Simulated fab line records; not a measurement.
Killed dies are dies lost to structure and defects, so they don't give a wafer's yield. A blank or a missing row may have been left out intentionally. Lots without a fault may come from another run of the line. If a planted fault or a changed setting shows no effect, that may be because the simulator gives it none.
Split-lot study ; flow n5_finfet ; 21 wafers read across 7 lots, on a route 1938 steps long

## ABOUT THE SPLIT
At N5_BEOL_M11_COAT_59 (time 60 s, resist thk 100 nm), the setting spin_rpm was moved away from the recipe's 1500 rpm on 6 of the 21 wafers read, by +6.2% to +9.8%. All remaining wafers had this setting at the recipe value.

## FROM THE SPLIT TO THE READING: what the file shows between them, 7 steps
- N5_BEOL_M11_COAT_60: time 60 s, resist thk 30 nm
- N5_BEOL_M11_COAT_05: resist thk 90 nm
- N5_BEOL_M11_DESCUM_16: chemistry O2, time 7.9 s
- N5_BEOL_M11_ETCH_61: etches SiARC in CF4, target depth 39 nm, time 65 s
- N5_BEOL_M11_ETCH_62: etches SOC in N2/H2, target depth 110 nm, overetch 22 nm, time 165 s
- N5_BEOL_M11_STRIP_68: strips in N2/H2
- N5_BEOL_M11_STRIP_67: strips in CF4

## THE READING
SOC_of_BEOL_M11_COAT_59.thk_nm (the simulator's own value, which no gauge read), in nm, at N5_BEOL_M11_HM_OPEN_17 (chemistry Cl2/BCl3, target TiN, target depth 20 nm, overetch 6 nm). There is no usual value for it anywhere in the file. Average 92.4 nm, standard deviation 0.35 nm, over the 15 wafers here run with the recipe.

wafer;tool, chamber at the split;spin_rpm as run, rpm;against the recipe;SOC_of_BEOL_M11_COAT_59.thk_nm, nm;against lot-mates on the recipe
L074.3;litho_track-02, 0;1593;+6.2%;89.4;-2.6
L074.5;litho_track-02, 0;1500;recipe;91.8;-
L074.6;litho_track-02, 0;1500;recipe;92.2;-
L078.2;litho_track-02, 0;1500;recipe;92.2;-
L078.5;litho_track-02, 0;1500;recipe;92.2;-
L078.6;litho_track-02, 0;1500;recipe;92.2;-
L079.1;litho_track-05, 0;1617;+7.8%;88.8;-3.8
L079.2;litho_track-05, 0;1500;recipe;92.6;-
L079.3;litho_track-05, 0;1617;+7.8%;89;-3.6
L085.1;litho_track-05, 0;1500;recipe;93;-
L085.3;litho_track-05, 0;1647;+9.8%;88.4;-4.5
L085.6;litho_track-05, 0;1500;recipe;92.8;-
L096.2;litho_track-03, 0;1500;recipe;92.4;-
L096.3;litho_track-03, 0;1500;recipe;92.4;-
L096.6;litho_track-03, 0;1500;recipe;92.4;-
L094.4;litho_track-05, 0;1611;+7.4%;89.2;-3.6
L094.5;litho_track-05, 0;1500;recipe;92.8;-
L094.6;litho_track-05, 0;1500;recipe;92.8;-
L097.2;litho_track-02, 0;1500;recipe;91.8;-
L097.3;litho_track-02, 0;1616;+7.7%;88.2;-4.0
L097.4;litho_track-02, 0;1500;recipe;92.6;-

FIT RESULTS
A straight line over all 21 wafers: SOC_of_BEOL_M11_COAT_59.thk_nm changes by -0.455 nm for each +1% of spin_rpm; r = -0.98; the points scatter about the line by 0.37 nm.
The same after taking each lot's own level away (the mean of its wafers on the recipe; 21 wafers): -0.474 nm for each +1%; r = -0.99; scatter 0.19 nm.
The reading moves by 4.6 nm for the largest change in spin_rpm, on that fit.
Measured against the standard deviation above, the lots' own levels, which go from 92.00 to 92.90 nm, span 2.6 times it.
Hence the lot-to-lot level has little effect on the slope; both slopes agree.
Check: with one of the wafers moved furthest among these (+9.8%) left out of the fit, the line predicts -4.69 nm for it against its lot-mates. It came out at -4.5 nm against them.

## THE WHOLE CHAIN: every reading that the file lists as answering this split, in the file's order
step;what it does;reading;change (the file's fit);r (the file's)
N5_BEOL_M11_COAT_59;time 60 s, resist thk 100 nm;SOC_of_BEOL_M11_COAT_59.thk_nm (the simulator's own value, which no gauge read);-0.48 nm for each +1% of the setting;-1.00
N5_BEOL_M11_ETCH_62;etches SOC in N2/H2, target depth 110 nm, overetch 22 nm, time 165 s;etch.depth_nm (the simulator's own value, which no gauge read);-0.478 nm for each +1% of the setting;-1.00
N5_BEOL_M11_HM_OPEN_17;chemistry Cl2/BCl3, target TiN, target depth 20 nm, overetch 6 nm;SOC_of_BEOL_M11_COAT_59.thk_nm (the simulator's own value, which no gauge read);-0.473 nm for each +1% of the setting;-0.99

## THE FILE'S OWN FIT
SOC_of_BEOL_M11_COAT_59.thk_nm changes by -0.473 nm for each +1% of spin_rpm, r = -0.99.
